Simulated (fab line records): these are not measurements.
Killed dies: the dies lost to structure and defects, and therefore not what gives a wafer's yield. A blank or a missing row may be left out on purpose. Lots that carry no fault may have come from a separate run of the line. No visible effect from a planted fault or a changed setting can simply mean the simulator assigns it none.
fab line records -- flow nandHarc
record lots=13, wafers=39, lastDay=33
route steps=1302 shown P_M0@267 P_M1@290 END@1302
lots with no fault: from the same line, run without faults
startH: start of the lot's first displayed wafer, in hours after the record's first day -- waitH: hours from the lot's prior step to this one -- " repeats the value in the row above -- L1.1+2: several wafers, shown together as one row -- - either no value or no given start -- * or withheld: withheld -- < > ~ a bound
route shown NAME@n: a module of which the file shows steps, and the number in the route of the first -- usual: mean and standard deviation over wafers with no fault -- same: alike in all rows -- chamber/n: place in a boat -- sites: each site's reading -- _std_site: standard deviation of those values -- _edge_site: outer sites' mean less inner sites' -- radiusMm: how far each site lies from the wafer's centre -- mask NAME#n: copy n -- behind: the last tool/chamber to shape the wafer -- hold: why the lot went on hold/how many hours it stayed there/how the hold came to an end -- device: transistor that didn't switch, given as n, p or np -- end of line: the same wafers' tests at the end of the route -- where a step has no rows: the recipe by itself -- killed: at the first sort, the dies lost to defects and structure; wafer yield is something else -- map: shows each die of a wafer: x if killed, . if not, _ if none is there
set.NAME: the setting that was run; set.NAME@STEP: the one run at that earlier step -- model.NAME: the simulator's own value behind a step, which no gauge read
steps of the route over a sample of lots; a table a step, a row a wafer
services: the hour from which a tool's chamber was out of use, counted from the record's first day as startH (under 0 if before that day), plus the number of hours and why
## steps
# step NHARC_P_M0_ETCH_34
# recipe targetDepthA=400, overetchA=120, timeS=43.94, ionEnergyEv=200, n2FlowSccm=150, h2FlowSccm=150, arFlowSccm=0, rfW=400, biasW=150, chemistry=N2/H2
# usual drypumpMotorCurrentA=5.5/0.44, oesProductAu=0.999/0.012, rfVppV=430.7/2.9, showerheadPlenumPTorr=2.04/0.1, throttleValvePct=14.172/0.0088
lot.wafer,tool,chamber,startH,waitH,drypumpMotorCurrentA,oesProductAu,rfHoursCounterH,rfVppV,showerheadPlenumPTorr,throttleValvePct
L484.2,rieDiel-03,2,163.24,0.1,5.4,1.008,11,425.9,1.90,14.181
L484.5,rieDiel-03,1,163.24,0.1,5.0,0.999,-,432.9,2.08,14.159
L484.4,rieDiel-03,3,163.24,0.1,5.5,1.020,-,435.2,2.18,14.166
L483.1,rieDiel-03,2,163.93,0.1,5.4,0.996,11,426.4,1.90,14.169
L483.5,rieDiel-03,3,163.93,0.1,5.4,1.000,-,433.8,2.18,14.176
L483.6,rieDiel-03,1,163.93,0.1,5.0,0.986,-,432.1,2.08,14.169
L488.4,rieDiel-09,1,206.13,0.1,5.5,1.000,17,433.0,2.15,14.182
L488.1,rieDiel-09,2,206.13,0.1,5.5,1.028,19,432.0,2.10,14.178
L488.5,rieDiel-09,2,206.13,0.1,5.5,1.020,-,433.0,2.10,14.181
L489.1,rieDiel-09,1,220.60,0.1,5.5,1.001,21,434.7,2.15,14.168
L489.2,rieDiel-09,2,220.60,0.1,5.5,1.024,22,431.5,2.09,14.173
L489.6,rieDiel-09,3,220.60,0.1,6.6,0.996,-,433.5,2.14,14.157
L492.1,rieDiel-03,1,236.54,0.5,5.0,0.993,20,430.4,2.07,14.168
L492.2,rieDiel-03,0,236.54,0.5,5.8,0.982,22,428.3,1.91,14.174
L492.5,rieDiel-03,1,236.54,0.5,5.0,0.989,-,432.5,2.07,14.181
L491.1,rieDiel-03,3,237.45,0.1,5.4,1.009,26,433.6,2.17,14.171
L491.4,rieDiel-03,2,237.45,0.1,5.4,0.997,26,428.0,1.89,14.165
L491.5,rieDiel-03,3,237.45,0.1,5.5,1.002,-,435.2,2.17,14.174
L493.1,rieDiel-03,2,246.52,0.1,5.4,0.989,26,427.7,1.89,14.168
L493.3,rieDiel-03,3,246.52,0.1,5.4,1.001,26,433.8,2.17,14.171
L493.2,rieDiel-03,0,246.52,0.1,5.7,0.975,22,427.4,1.91,14.151
L498.1,rieDiel-09,1,302.55,0.1,5.6,0.985,49,434.5,2.14,14.181
L498.2,rieDiel-09,2,302.55,0.1,5.5,1.036,52,432.3,2.08,14.166
L498.4,rieDiel-09,3,302.55,0.1,6.6,1.002,49,432.5,2.13,14.177
L499.1,rieDiel-02,2,309.07,0.1,4.8,0.990,29,429.8,2.01,14.159
L499.3,rieDiel-02,3,309.07,0.1,6.0,1.011,30,428.0,1.95,14.169
L499.5,rieDiel-02,1,309.07,0.1,6.1,1.015,-,427.2,1.93,14.184
L500.1,rieDiel-09,3,329.68,0.2,6.6,0.993,0,433.0,2.13,14.177
L500.4,rieDiel-09,3,329.68,0.2,6.6,1.004,-,433.1,2.13,14.184
L500.5,rieDiel-09,2,329.68,0.2,5.5,1.012,-,431.1,2.08,14.169
L501.3,rieDiel-09,3,329.73,0.2,6.6,1.000,0,432.6,2.13,14.172
L501.1,rieDiel-09,2,329.73,0.2,5.5,1.018,0,432.6,2.08,14.174
L501.4,rieDiel-09,2,329.73,0.2,5.5,1.013,-,431.6,2.08,14.173
L502.3,rieDiel-09,2,341.50,0.1,5.5,1.012,4,432.7,2.08,14.177
L502.2,rieDiel-09,3,341.50,0.1,6.6,0.998,4,433.8,2.13,14.189
L502.1,rieDiel-09,0,341.50,0.1,5.4,0.992,4,430.1,2.05,14.154
L503.1,rieDiel-03,3,348.48,0.1,5.4,0.988,10,434.6,2.17,14.170
L503.5,rieDiel-03,0,348.48,0.1,5.7,0.983,-,425.9,1.91,14.164
L503.6,rieDiel-03,1,348.48,0.1,5.0,0.992,-,431.8,2.07,14.159
# step NHARC_P_M0_PRE_CLEAN_29
# recipe timeS=30, tempC=280, gas=H2/He
# usual heaterPowerW=393/28
lot.wafer,tool,chamber,startH,waitH,heaterPowerW
L484.4,pvdSputter-02,-,-,-,374
L484.2,pvdSputter-02,-,-,-,345
L484.5,pvdSputter-02,-,-,-,345
L483.1,pvdSputter-03,-,-,-,427
L483.5,pvdSputter-03,-,-,-,425
L483.6,pvdSputter-03,-,-,-,386
L488.1,pvdSputter-03,-,-,-,427
L488.4,pvdSputter-03,-,-,-,398
L488.5,pvdSputter-03,-,-,-,372
L489.2,pvdSputter-03,-,-,-,402
L489.1,pvdSputter-03,-,-,-,391
L489.6,pvdSputter-03,-,-,-,399
L492.2,pvdSputter-01,-,-,-,401
L492.1,pvdSputter-01,-,-,-,455
L492.5,pvdSputter-01,-,-,-,403
L491.4,pvdSputter-02,-,-,-,394
L491.1,pvdSputter-02,-,-,-,369
L491.5,pvdSputter-02,-,-,-,392
L493.3,pvdSputter-02,-,-,-,380
L493.1,pvdSputter-02,-,-,-,344
L493.2,pvdSputter-02,-,-,-,365
L498.4,pvdSputter-02,-,-,-,379
L498.1,pvdSputter-02,-,-,-,432
L498.2,pvdSputter-02,-,-,-,352
L499.3,pvdSputter-03,-,-,-,384
L499.1,pvdSputter-03,-,-,-,421
L499.5,pvdSputter-03,-,-,-,412
L500.1,pvdSputter-02,-,-,-,379
L500.4,pvdSputter-02,-,-,-,433
L500.5,pvdSputter-02,-,-,-,385
L501.1,pvdSputter-01,-,-,-,401
L501.3,pvdSputter-01,-,-,-,396
L501.4,pvdSputter-01,-,-,-,473
L502.1,pvdSputter-03,-,-,-,389
L502.2,pvdSputter-03,-,-,-,406
L502.3,pvdSputter-03,-,-,-,370
L503.1,pvdSputter-02,-,-,-,425
L503.6,pvdSputter-02,-,-,-,352
L503.5,pvdSputter-02,-,-,-,382
# step NHARC_P_M1_SOFTBAKE_04
# recipe tempC=105, timeS=55
# usual heaterPowerTotalW=188.46/0.14, resistLineTempC=22.99/0.095
lot.wafer,tool,chamber,startH,waitH,heaterPowerTotalW,resistLineTempC
L484.2,lithoTrack-01,0,166,-,188.55,23.05
L484.4,lithoTrack-01,0,166,-,188.42,22.91
L484.5,lithoTrack-01,0,166,-,188.47,23.01
L483.1,lithoTrack-04,0,167,-,188.58,22.99
L483.5,lithoTrack-04,0,167,-,188.45,22.88
L483.6,lithoTrack-04,0,167,-,188.37,22.98
L488.1,lithoTrack-06,0,209,-,188.69,22.89
L488.4,lithoTrack-06,0,209,-,188.32,23.15
L488.5,lithoTrack-06,0,209,-,188.36,23.03
L489.1,lithoTrack-06,0,223,-,188.52,23.12
L489.2,lithoTrack-06,0,223,-,188.32,23.09
L489.6,lithoTrack-06,0,223,-,188.22,22.99
L492.1,lithoTrack-06,0,239,-,188.67,22.92
L492.2,lithoTrack-06,0,239,-,198.45,23.03
L492.5,lithoTrack-06,0,239,-,188.47,23.02
L491.1,lithoTrack-06,0,240,-,188.62,22.89
L491.4,lithoTrack-06,0,240,-,198.55,23.05
L491.5,lithoTrack-06,0,240,-,188.32,22.91
L493.1,lithoTrack-04,0,249,-,188.45,23.05
L493.2,lithoTrack-04,0,249,-,188.57,23.20
L493.3,lithoTrack-04,0,249,-,188.37,23.02
L498.1,lithoTrack-04,0,305,-,188.39,23.02
L498.2,lithoTrack-04,0,305,-,188.29,22.78
L498.4,lithoTrack-04,0,305,-,188.75,22.88
L499.1,lithoTrack-06,0,312,-,188.36,23.17
L499.3,lithoTrack-06,0,312,-,188.42,23.07
L499.5,lithoTrack-06,0,312,-,188.35,23.21
L500.1,lithoTrack-06,0,333,-,188.33,22.98
L500.4,lithoTrack-06,0,333,-,188.46,23.05
L500.5,lithoTrack-06,0,333,-,188.66,22.95
L501.1,lithoTrack-06,0,333,-,188.40,22.93
L501.3,lithoTrack-06,0,333,-,188.46,23.03
L501.4,lithoTrack-06,0,333,-,188.42,22.93
L502.1,lithoTrack-01,0,346,-,188.32,22.98
L502.2,lithoTrack-01,0,346,-,188.53,22.91
L502.3,lithoTrack-01,0,346,-,188.40,22.85
L503.1,lithoTrack-06,0,351,-,188.38,22.98
L503.5,lithoTrack-06,0,351,-,188.25,22.94
L503.6,lithoTrack-06,0,351,-,188.38,23.10
# step NHARC_P_M1_INSPECT_11
# usual rawDefectCount=4.7/2.8
lot.wafer,tool,chamber,startH,waitH,rawDefectCount
L484.2,defectInspect-01,-,167.21,0.0,10
L484.4,defectInspect-01,-,167.21,0.0,6
L484.5,defectInspect-01,-,167.21,0.0,7
L483.1,defectInspect-02,-,167.96,0.0,3
L483.5,defectInspect-02,-,167.96,0.0,4
L483.6,defectInspect-02,-,167.96,0.0,4
L488.1,defectInspect-02,-,210.07,0.0,3
L488.4,defectInspect-02,-,210.07,0.0,5
L488.5,defectInspect-02,-,210.07,0.0,5
L489.1,defectInspect-02,-,224.50,0.0,7
L489.2,defectInspect-02,-,224.50,0.0,5
L489.6,defectInspect-02,-,224.50,0.0,14
L492.1,defectInspect-02,-,240.44,0.0,2
L492.2,defectInspect-02,-,240.44,0.0,5
L492.5,defectInspect-02,-,240.44,0.0,6
L491.1,defectInspect-01,-,241.36,0.0,3
L491.4,defectInspect-01,-,241.36,0.0,7
L491.5,defectInspect-01,-,241.36,0.0,3
L493.1,defectInspect-01,-,250.39,0.0,6
L493.2,defectInspect-01,-,250.39,0.0,6
L493.3,defectInspect-01,-,250.39,0.0,0
L498.1,defectInspect-02,-,306.41,0.0,5
L498.2,defectInspect-02,-,306.41,0.0,7
L498.4,defectInspect-02,-,306.41,0.0,0
L499.1,defectInspect-02,-,312.98,0.0,1
L499.3,defectInspect-02,-,312.98,0.0,2
L499.5,defectInspect-02,-,312.98,0.0,2
L500.1,defectInspect-01,-,333.80,0.0,4
L500.4,defectInspect-01,-,333.80,0.0,1
L500.5,defectInspect-01,-,333.80,0.0,1
L501.1,defectInspect-01,-,334.16,0.0,7
L501.3,defectInspect-01,-,334.16,0.0,7
L501.4,defectInspect-01,-,334.16,0.0,6
L502.1,defectInspect-01,-,346.75,0.0,7
L502.2,defectInspect-01,-,346.75,0.0,2
L502.3,defectInspect-01,-,346.75,0.0,10
L503.1,defectInspect-02,-,352.25,0.0,4
L503.5,defectInspect-02,-,352.25,0.0,4
L503.6,defectInspect-02,-,352.25,0.0,3
# step NHARC_END_SORT_01
# recipe tempC=25
# usual defectLimitedYield=91/3.1, killedAtArray=59/21, killedAtOther=1.0/1.1, killedAtPeriphery=4.0/2.6, killedDies=64/21, killedOpen=3.2/1.7, killedShort=2.5/1.5
# same grossDies=677
lot.wafer,tool,chamber,startH,waitH,defectLimitedYield[%],killedAtArray,killedAtOther,killedAtPeriphery,killedDies,killedOpen,killedShort
L483.1,prober-02,0,631.06,2.5,84,104,0,3,107,1,3
L483.5,prober-02,0,634.22,3.7,86,89,0,6,95,4,5
L483.6,prober-02,0,635.01,4.0,85,96,0,3,99,7,1
L488.1,prober-01,0,653.20,2.5,89,66,2,4,72,2,2
L488.4,prober-01,0,655.60,3.4,91,51,5,3,59,4,3
L488.5,prober-01,0,656.40,3.7,90,60,3,3,66,3,2
L491.1,prober-01,0,673.40,2.5,95,33,1,3,37,4,3
L491.4,prober-01,0,675.79,3.4,94,35,1,3,39,4,1
L491.5,prober-01,0,676.59,3.7,94,38,0,2,40,4,2
L500.1,prober-02,0,774.18,2.5,94,39,0,5,44,4,1
L500.4,prober-02,0,776.58,3.4,92,46,4,3,53,4,1
L500.5,prober-02,0,777.39,3.7,93,47,1,2,50,3,1
L501.1,prober-01,0,774.19,2.5,90,61,1,8,70,3,5
L501.3,prober-01,0,775.78,3.1,91,59,0,4,63,3,2
L501.4,prober-01,0,776.58,3.4,90,62,1,5,68,6,1
L502.1,prober-02,0,782.00,2.5,91,51,0,8,59,3,6
L502.2,prober-02,0,782.81,2.8,92,47,0,4,51,3,1
L502.3,prober-02,0,783.62,3.1,91,51,0,10,61,5,1
L503.1,prober-01,0,782.04,2.6,92,47,1,4,52,3,3
L503.5,prober-01,0,785.20,3.7,91,56,1,3,60,1,3
L503.6,prober-01,0,786.00,4.0,92,50,0,1,51,3,1
# killed by level:class
L483.1 A_CHANNEL_HOLE_D2:chamberFilmFlake=33 A_CHANNEL_HOLE_D1:chamberFilmFlake=29 A_SLIT:chamberFilmFlake=26 A_CONTACT:chamberFilmFlake=5 A_STAIRCASE:chamberFilmFlake=5 P_GATE:chamberFilmFlake=2 A_DECK1_JOINT:chamberFilmFlake=2 P_M0:geometricParticle:short=1
L483.5 A_SLIT:chamberFilmFlake=37 A_CHANNEL_HOLE_D1:chamberFilmFlake=22 A_CHANNEL_HOLE_D2:chamberFilmFlake=16 A_STAIRCASE:chamberFilmFlake=5 A_CONTACT:chamberFilmFlake=4 P_CONTACT:geometricParticle:open=2 P_M0:geometricParticle:short=2 P_M1:geometricParticle:short=1
L483.6 A_SLIT:chamberFilmFlake=32 A_CHANNEL_HOLE_D1:chamberFilmFlake=27 A_CHANNEL_HOLE_D2:chamberFilmFlake=20 A_CONTACT:chamberFilmFlake=7 A_STAIRCASE:chamberFilmFlake=3 A_ONON_D2:geometricParticle:open=2 P_GATE:geometricParticle:open=1 P_CONTACT:geometricParticle:open=1
L488.1 A_SLIT:chamberFilmFlake=30 A_CHANNEL_HOLE_D2:chamberFilmFlake=15 A_CHANNEL_HOLE_D1:chamberFilmFlake=7 A_CONTACT:chamberFilmFlake=6 THIN_TSV:chamberFilmFlake=2 A_WL_FILL:chamberFilmFlake=2 P_CONTACT:geometricParticle:open=1 P_M0:geometricParticle:short=1
L488.4 A_SLIT:chamberFilmFlake=23 A_CHANNEL_HOLE_D2:chamberFilmFlake=12 THIN_TSV:chamberFilmFlake=5 A_STAIRCASE:chamberFilmFlake=4 A_CONTACT:chamberFilmFlake=3 P_ZERO_WELL:chamberFilmFlake=2 A_CHANNEL_HOLE_D1:chamberFilmFlake=2 P_GATE:geometricParticle:open=1
L488.5 A_SLIT:chamberFilmFlake=31 A_CHANNEL_HOLE_D2:chamberFilmFlake=13 A_CONTACT:chamberFilmFlake=5 A_STAIRCASE:chamberFilmFlake=4 THIN_TSV:chamberFilmFlake=3 P_GATE:geometricParticle:open=1 P_M0:geometricParticle:open=1 A_ONON_D1:geometricParticle:open=1
L491.1 A_CHANNEL_HOLE_D2:chamberFilmFlake=13 A_CHANNEL_HOLE_D1:chamberFilmFlake=5 A_SLIT:chamberFilmFlake=3 P_ZERO_WELL:chamberFilmFlake=2 A_DECK1_JOINT:chamberFilmFlake=2 A_WL_FILL:chamberFilmFlake=2 P_GATE:geometricParticle:open=1 A_ONON_D1:geometricParticle:open=1
L491.4 A_CHANNEL_HOLE_D2:chamberFilmFlake=18 A_CHANNEL_HOLE_D1:chamberFilmFlake=6 A_BLC:geometricParticle:open=2 P_ZERO_WELL:chamberFilmFlake=2 A_SLIT:chamberFilmFlake=2 P_CONTACT:geometricParticle:open=1 A_CHANNEL_HOLE_D2:geometricParticle:open=1 A_M1:geometricParticle:short=1
L491.5 A_CHANNEL_HOLE_D2:chamberFilmFlake=21 A_CHANNEL_HOLE_D1:chamberFilmFlake=4 A_CONTACT:chamberFilmFlake=4 A_SLIT:chamberFilmFlake=3 A_CHANNEL_HOLE_D2:geometricParticle:short=2 P_CONTACT:geometricParticle:open=1 P_M0:geometricParticle:open=1 A_DECK1_JOINT:geometricParticle:open=1
L500.1 A_SLIT:chamberFilmFlake=30 A_CONTACT:chamberFilmFlake=4 A_CHANNEL_HOLE_D2:chamberFilmFlake=2 P_STI:geometricParticle:short=1 P_M0:geometricParticle:open=1 P_M1:geometricParticle:open=1 A_ONON_D1:geometricParticle:open=1 A_CHANNEL_FILL_D1:geometricParticle:open=1
L501.1 A_CHANNEL_HOLE_D2:chamberFilmFlake=21 A_CHANNEL_HOLE_D1:chamberFilmFlake=12 A_SLIT:chamberFilmFlake=10 A_CONTACT:chamberFilmFlake=9 P_GATE:chamberFilmFlake=3 A_CHANNEL_FILL_D1:geometricParticle:short=2 P_M0:chamberFilmFlake=2 A_STAIRCASE:chamberFilmFlake=2
L501.3 A_CHANNEL_HOLE_D2:chamberFilmFlake=23 A_CHANNEL_HOLE_D1:chamberFilmFlake=17 A_SLIT:chamberFilmFlake=7 A_CONTACT:chamberFilmFlake=4 A_CHANNEL_FILL_D2:geometricParticle:open=2 P_M0:chamberFilmFlake=2 A_STAIRCASE:chamberFilmFlake=2 A_DECK1_JOINT:geometricParticle:short=1
L501.4 A_CHANNEL_HOLE_D2:chamberFilmFlake=25 A_CHANNEL_HOLE_D1:chamberFilmFlake=17 A_CONTACT:chamberFilmFlake=7 A_SLIT:chamberFilmFlake=4 A_STAIRCASE:chamberFilmFlake=3 P_CONTACT:geometricParticle:open=2 A_CHANNEL_HOLE_D1:geometricParticle:open=1 A_CHANNEL_FILL_D1:geometricParticle:open=1
L500.4 A_SLIT:chamberFilmFlake=33 A_STAIRCASE:chamberFilmFlake=7 A_CONTACT:chamberFilmFlake=3 THIN_TSV:chamberFilmFlake=3 P_CONTACT:geometricParticle:short=1 P_M0:geometricParticle:open=1 A_SOURCE_PLATE:geometricParticle:open=1 A_CHANNEL_HOLE_D2:geometricParticle:open=1
L500.5 A_SLIT:chamberFilmFlake=34 A_CHANNEL_FILL_D1:chamberFilmFlake=3 A_CHANNEL_HOLE_D1:chamberFilmFlake=2 A_STAIRCASE:chamberFilmFlake=2 A_CONTACT:chamberFilmFlake=2 P_GATE:geometricParticle:open=1 A_SGD_CUT:geometricParticle:open=1 A_WL_FILL:geometricParticle:short=1
L502.1 A_SLIT:chamberFilmFlake=34 A_STAIRCASE:chamberFilmFlake=6 P_M0:chamberFilmFlake=3 P_CONTACT:geometricParticle:short=2 A_ONON_D1:geometricParticle:open=2 A_CHANNEL_FILL_D1:geometricParticle:short=2 A_ONON_D2:geometricParticle:short=2 P_GATE:chamberFilmFlake=2
L503.1 A_CHANNEL_HOLE_D2:chamberFilmFlake=27 A_SLIT:chamberFilmFlake=7 A_CONTACT:chamberFilmFlake=7 P_GATE:chamberFilmFlake=3 P_GATE:geometricParticle:short=1 A_CHANNEL_FILL_D2:geometricParticle:short=1 A_WL_FILL:geometricParticle:short=1 A_M0:geometricParticle:open=1
L502.2 A_SLIT:chamberFilmFlake=32 A_STAIRCASE:chamberFilmFlake=4 A_CHANNEL_HOLE_D2:chamberFilmFlake=3 A_CONTACT:chamberFilmFlake=3 A_ZERO_WELL:chamberFilmFlake=2 P_CONTACT:geometricParticle:short=1 P_M2:geometricParticle:open=1 A_ONON_D1:geometricParticle:open=1
L502.3 A_SLIT:chamberFilmFlake=36 P_GATE:chamberFilmFlake=4 A_STAIRCASE:chamberFilmFlake=4 P_ZERO_WELL:chamberFilmFlake=2 P_STI:chamberFilmFlake=2 A_ZERO_WELL:chamberFilmFlake=2 A_CONTACT:chamberFilmFlake=2 P_CONTACT:geometricParticle:open=1
L503.5 A_CHANNEL_HOLE_D2:chamberFilmFlake=33 A_SLIT:chamberFilmFlake=9 A_CONTACT:chamberFilmFlake=7 A_STAIRCASE:chamberFilmFlake=4 P_GATE:chamberFilmFlake=2 P_M0:geometricParticle:short=1 A_ONON_D1:geometricParticle:short=1 A_CHANNEL_FILL_D2:geometricParticle:short=1
L503.6 A_CHANNEL_HOLE_D2:chamberFilmFlake=27 A_SLIT:chamberFilmFlake=8 A_DECK1_JOINT:chamberFilmFlake=4 A_STAIRCASE:chamberFilmFlake=3 A_CONTACT:chamberFilmFlake=2 A_DECK1_JOINT:geometricParticle:open=1 A_ONON_D2:geometricParticle:short=1 A_CHANNEL_FILL_D2:geometricParticle:open=1
## services
tool,chamber,startH,hours,kind
rieDiel-09,-,143.19,9.0,pm
rieDiel-09,0,143.19,9.0,ventCycle
lithoTrack-01,-,155.00,7.0,pm
rieDiel-03,0,159.46,11.3,repair
pvdSputter-03,-,170.05,10.0,pm
lithoTrack-06,-,179.00,7.0,pm
rieDiel-02,3,189.49,5.3,repair
rieDiel-09,1,198.29,6.4,repair
lithoTrack-04,-,203.00,7.0,pm
rieDiel-02,-,217.09,9.0,pm
pvdSputter-01,-,226.01,10.0,pm
rieDiel-09,1,263.44,2.9,repair
pvdSputter-03,-,273.05,12.4,repair
rieDiel-03,-,281.33,9.0,pm
pvdSputter-02,-,282.03,10.0,pm
rieDiel-02,0,287.48,2.4,repair
rieDiel-03,2,296.32,9.7,repair
pvdSputter-01,-,309.76,10.0,repair
rieDiel-09,1,319.43,1.2,repair
rieDiel-09,-,320.19,9.0,pm
lithoTrack-01,-,330.00,7.0,pm
pvdSputter-01,-,338.50,2.5,repair
pvdSputter-03,-,348.10,10.0,pm
pvdSputter-02,-,350.20,3.9,repair
## key
firstSign step=NHARC_P_M1_SOFTBAKE_04, reading=heaterPowerTotalW, direction=up, sigmas=70, usual=*, struck=*
effect none on later readings
metAt NHARC_P_M1_SOFTBAKE_04
struckLots L491,L492
struckWafers L491.4,L492.2
notActingAt NHARC_P_M0_ETCH_34,NHARC_P_M0_PRE_CLEAN_29,NHARC_P_M1_INSPECT_11
onsetBetween 223 239
fault kind=processParameterDrift, tool=lithoTrack-06, chamber=-, onsetH=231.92, steps=NHARC_P_M1_SOFTBAKE_04, channel=timeS, offset=*, shape=step, endH=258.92, scope=struckWafersOnly, actsIn=*, stated=*
